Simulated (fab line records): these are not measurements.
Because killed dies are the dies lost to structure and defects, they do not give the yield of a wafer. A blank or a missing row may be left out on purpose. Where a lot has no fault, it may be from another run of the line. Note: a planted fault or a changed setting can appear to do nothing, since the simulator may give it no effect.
Chamber matching / flow n5-finfet / 3 sister chambers for N5_BEOL_M3_CO_CAP_55 on cvd-co-02
The step material Co, precursor CCTBA/H2, target thk 2 nm, time 102.1 s. 6 wafers are shown with their chamber, then 11 later ones without.

EACH WAFER AND ITS CHAMBER
wafer=L080.1; chamber=0; heater-power-w (W)=210
wafer=L080.4; chamber=2; heater-power-w (W)=231
wafer=L080.6; chamber=0; heater-power-w (W)=212
wafer=L087.4; chamber=2; heater-power-w (W)=235
wafer=L087.6; chamber=1; heater-power-w (W)=242
wafer=L088.3; chamber=1; heater-power-w (W)=235

WAFERS WHOSE CHAMBER IS MISSING
wafer=L088.5; heater-power-w (W)=242
wafer=L088.6; heater-power-w (W)=228
wafer=L095.2; heater-power-w (W)=238
wafer=L095.5; heater-power-w (W)=230
wafer=L095.6; heater-power-w (W)=244
wafer=L097.2; heater-power-w (W)=238
wafer=L097.3; heater-power-w (W)=232
wafer=L097.5; heater-power-w (W)=209
wafer=L096.1; heater-power-w (W)=215
wafer=L096.2; heater-power-w (W)=238
wafer=L096.4; heater-power-w (W)=208

EACH ONE'S CHAMBER
wafer=L088.5; from the rows above=can't be placed: 1 or 2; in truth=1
wafer=L088.6; from the rows above=can't be placed: 2 or 1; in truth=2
wafer=L095.2; from the rows above=can't be placed: 1 or 2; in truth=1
wafer=L095.5; from the rows above=can't be placed: 2 or 1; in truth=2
wafer=L095.6; from the rows above=can't be placed: 1 or 2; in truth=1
wafer=L097.2; from the rows above=can't be placed: 1 or 2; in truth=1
wafer=L097.3; from the rows above=can't be placed: 2 or 1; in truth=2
wafer=L097.5; from the rows above=0; in truth=0
wafer=L096.1; from the rows above=0; in truth=0
wafer=L096.2; from the rows above=can't be placed: 1 or 2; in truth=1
wafer=L096.4; from the rows above=0; in truth=0
Correctly placed: 3 of 11. These rows do not allow placing 8 (true chamber among the candidates in 8). Placed wrongly: 0.
How it was worked out, from the rows above alone: a wafer's distance from a chamber is the root of the sum, over the readings, of the square of ((its reading less the chamber's mean) divided by the reading's scatter). The wafer belongs to the nearest chamber; if the next one is less than 2 further off, it can't be placed. For every chamber, the mean is computed from those of its wafers that are shown. The scatter: the root of (the sum of the squares of (reading less its chamber's mean) over the shown wafers, divided by (wafers less chambers)).
